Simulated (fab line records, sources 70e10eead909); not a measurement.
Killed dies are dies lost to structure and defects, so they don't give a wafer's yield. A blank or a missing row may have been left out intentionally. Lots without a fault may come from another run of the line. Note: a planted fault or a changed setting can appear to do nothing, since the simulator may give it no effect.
Matching of chambers ; flow nandHarc ; NHARC_A_CHANNEL_FILL_D1_ALD_16 on aldHk-01: 4 sister chambers
The step deposits SiO2, target thk 1.5 nm, pulse time 10 s, ald cycles 15. 20 wafers are shown with their chamber, then 10 later ones without.

EACH WAFER AND ITS CHAMBER
wafer;chamber;heaterPowerW (W);precursorPulseHeightRel
L077.1;2;384;1.000
L077.5;3;434;0.998
L077.6;2;381;0.983
L080.1;1;537;1.004
L080.2;0;451;0.974
L080.5;1;516;1.007
L079.3;2;375;1.013
L079.5;2;381;1.002
L079.6;1;519;0.970
L081.3;2;389;0.999
L081.4;0;450;0.994
L081.5;1;517;0.975
L083.1;1;521;0.966
L083.4;0;457;1.021
L083.5;3;446;1.039
L088.3;2;383;0.971
L088.4;0;491;0.993
L088.6;0;497;1.008
L089.3;2;384;1.026
L089.5;1;522;1.024

SIGNATURES (averages over the wafers above)
reading;chamber 0;chamber 1;chamber 2;chamber 3;scatter within a chamber
heaterPowerW;469.20;522.00;382.43;440.00;12.7
precursorPulseHeightRel;0.99800;0.99100;0.99914;1.01850;0.0208
Rule: distance of a wafer from a chamber = root of the sum over the readings of ((wafer's reading minus chamber's mean) / reading's scatter) squared. If the next closest chamber is less than 2 further off than the closest, the wafer can't be placed; otherwise it belongs to the closest. The scatter: the root of (the sum of the squares of (reading less its chamber's mean) over the shown wafers, divided by (wafers less chambers)).

WAFERS MISSING THEIR CHAMBER
wafer;heaterPowerW (W);precursorPulseHeightRel
L089.6;503;0.990
L090.1;446;1.013
L090.2;519;0.996
L090.3;490;1.028
L092.3;447;0.992
L092.4;510;1.004
L092.5;485;1.003
L094.1;515;1.017
L094.3;445;0.994
L094.4;387;1.014

EACH ONE'S CHAMBER
wafer;from the rows above;in truth
L089.6;can't be placed: 1 or 0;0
L090.1;can't be placed: 3 or 0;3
L090.2;1;1
L090.3;can't be placed: 0 or 1 or 3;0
L092.3;can't be placed: 3 or 0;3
L092.4;1;1
L092.5;can't be placed: 0 or 1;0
L094.1;1;1
L094.3;can't be placed: 3 or 0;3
L094.4;2;2
Correctly placed: 4 of 10. Can't be placed from these rows: 6 (the true chamber is among the candidates in 6). Placed wrongly: 0.
